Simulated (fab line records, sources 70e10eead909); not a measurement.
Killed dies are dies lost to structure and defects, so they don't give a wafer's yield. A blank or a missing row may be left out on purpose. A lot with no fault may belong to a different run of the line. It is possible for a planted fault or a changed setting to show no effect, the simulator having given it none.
Chamber matching	flow nand_harc	4 sister chambers for NHARC_A_SGD_CUT_DESCUM_14 on rie_diel-04
The step chemistry O2, time 3 s. 20 wafers are shown with their chamber, then 10 later ones without.

== WAFERS, EACH WITH ITS CHAMBER ==
wafer	chamber	drypump_motor_current_A (A)	rf_vpp_V (V)	oes_product_au (a.u.)
L074.1	3	6.0	54.9	0.997
L074.2	2	6.1	58.2	0.990
L074.3	1	5.0	58.2	0.984
L076.3	2	6.1	59.1	0.990
L076.5	2	6.1	58.5	0.995
L076.6	1	5.0	59.5	1.000
L081.1	1	5.0	58.7	1.000
L081.2	2	6.0	58.7	0.997
L081.4	1	5.0	57.4	0.997
L083.1	2	6.0	57.5	0.997
L083.2	0	5.3	58.1	1.007
L083.4	1	5.0	58.3	1.001
L085.1	0	5.3	57.8	1.001
L085.3	2	6.0	56.5	0.996
L085.6	0	5.3	59.8	0.998
L086.3	2	6.0	58.6	0.993
L086.4	0	5.3	59.1	0.998
L086.6	1	5.0	56.2	1.002
L090.3	2	6.0	57.9	0.990
L090.5	3	6.0	55.7	1.008

SIGNATURES, as means of the wafers listed above
reading	chamber 0	chamber 1	chamber 2	chamber 3	scatter within a chamber
drypump_motor_current_A	5.300	5.000	6.037	6.000	0.0342
rf_vpp_V	58.700	58.050	58.125	55.300	0.937
oes_product_au	1.00100	0.99733	0.99350	1.00250	0.00507
Rule: distance of a wafer from a chamber = root of the sum over the readings of ((wafer's reading minus chamber's mean) / reading's scatter) squared. The wafer belongs to the nearest chamber; if the next one is less than 2 further off, it can't be placed. How the scatter is found: for the shown wafers, subtract from each reading the mean of its chamber, square and add these, divide the total by (wafers less chambers), then take the root.

== WAFERS MISSING THEIR CHAMBER ==
wafer	drypump_motor_current_A (A)	rf_vpp_V (V)	oes_product_au (a.u.)
L090.6	5.3	57.5	1.006
L094.3	5.0	57.4	0.999
L094.4	6.0	58.3	0.994
L094.6	5.3	57.9	0.994
L097.1	5.0	58.1	0.999
L097.3	5.3	57.6	1.004
L097.4	6.0	57.9	0.999
L096.1	5.0	56.8	0.997
L096.3	5.3	57.1	0.995
L096.4	6.0	57.6	0.987

== EACH ONE'S CHAMBER ==
wafer	from the rows above	in truth
L090.6	0	0
L094.3	1	1
L094.4	2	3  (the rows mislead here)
L094.6	0	0
L097.1	1	1
L097.3	0	0
L097.4	can't be placed: 2 or 3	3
L096.1	1	1
L096.3	0	0
L096.4	2	2
Correct placement for 8 of the 10. From these rows, 1 cannot be placed; in 1 the true chamber is one of the candidates. 1 placed wrongly.
